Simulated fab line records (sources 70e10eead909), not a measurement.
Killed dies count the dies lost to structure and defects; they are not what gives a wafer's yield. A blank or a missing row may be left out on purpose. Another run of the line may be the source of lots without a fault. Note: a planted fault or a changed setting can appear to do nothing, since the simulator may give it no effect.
Which tool did it? | flow nand harc | 21 wafers from 7 lots sampled at 4 of the route's 1302 steps

== WHAT THE GAUGES SHOWED, per wafer ==
NHARC_A_CONTACT_OVL_MEAS_09.
lot  | measured     | on         | overlay x nm (nm)
L398 | day 23 11:25 | overlay-02 | -0.4 -0.3 -0.7
L400 | day 24 02:40 | overlay-01 | -0.1 0.2 0.2
L405 | day 25 18:18 | overlay-02 | -0.4 -0.4 -0.9
L407 | day 26 12:54 | overlay-02 | 0.6 -0.1 0.8
L409 | day 27 07:34 | overlay-02 | -0.1 -0.8 -0.6
L412 | day 28 04:14 | overlay-02 | 0.2 0.8 0.8
L421 | day 32 06:02 | overlay-02 | -1.0 -0.7 -1.3

== EACH LOT AND THE TOOL THAT RAN IT (in order: tool; ch and the chambers of the sampled wafers; start) ==
lot  | NHARC_A_CONTACT_ETCH_124             | NHARC_A_CONTACT_ETCH_127             | NHARC_A_CONTACT_SOFTBAKE_03
L398 | har cap etch-02 ch 0,1, day 23 03:34 | har cap etch-02 ch 0,1, day 23 04:07 | litho track-01 ch 0, day 23 10:00
L400 | har cap etch-02 ch 0,1, day 23 18:27 | har cap etch-02 ch 0,1, day 23 19:00 | litho track-06 ch 0, day 24 02:00
L405 | har cap etch-02 ch 0,1, day 25 11:18 | har cap etch-02 ch 0,1, day 25 11:51 | litho track-01 ch 0, day 25 17:00
L407 | har cap etch-03 ch 0,1, day 26 03:51 | har cap etch-03 ch 0,1, day 26 04:24 | litho track-04 ch 0, day 26 12:00
L409 | har cap etch-03 ch 0,1, day 26 18:20 | har cap etch-03 ch 0,1, day 26 19:05 | litho track-01 ch 0, day 27 07:00
L412 | har cap etch-02 ch 0,1, day 27 21:46 | har cap etch-02 ch 0,1, day 27 22:19 | litho track-01 ch 0, day 28 03:00
L421 | har cap etch-01 ch 0,1, day 31 23:42 | har cap etch-01 ch 0,1, day 32 00:15 | litho track-04 ch 0, day 32 05:00
- NHARC_A_CONTACT_ETCH_124: etches the open film in C4F8/O2/Ar, time 140 s, target depth 700 nm.
- NHARC_A_CONTACT_ETCH_127: etches the open film in C4F8/O2/Ar, time 197 s, target depth 1918 nm.
- NHARC_A_CONTACT_SOFTBAKE_03: time 55 s.

== THE ANSWER, worked out from the rows above alone ==
Rule: the usual values come from the lots themselves. Put in order of their means at a reading, lots are off if they are a third of the lots or fewer, leave a main group of 4 or more, and stand apart from it by a gap of 3 or more times the standard deviation of the main group's means; of several such gaps the widest counts. A main group is skipped when, at the precision printed for the reading in the tables above, its means are all equal. Also off: a lot with no number at a reading for which 4 or more lots have one. Any other lot the step has rows for is counted as sound.
Nothing can be told from this: no lot is off at any reading shown.

== WHAT THE SIMULATOR PUT IN ==
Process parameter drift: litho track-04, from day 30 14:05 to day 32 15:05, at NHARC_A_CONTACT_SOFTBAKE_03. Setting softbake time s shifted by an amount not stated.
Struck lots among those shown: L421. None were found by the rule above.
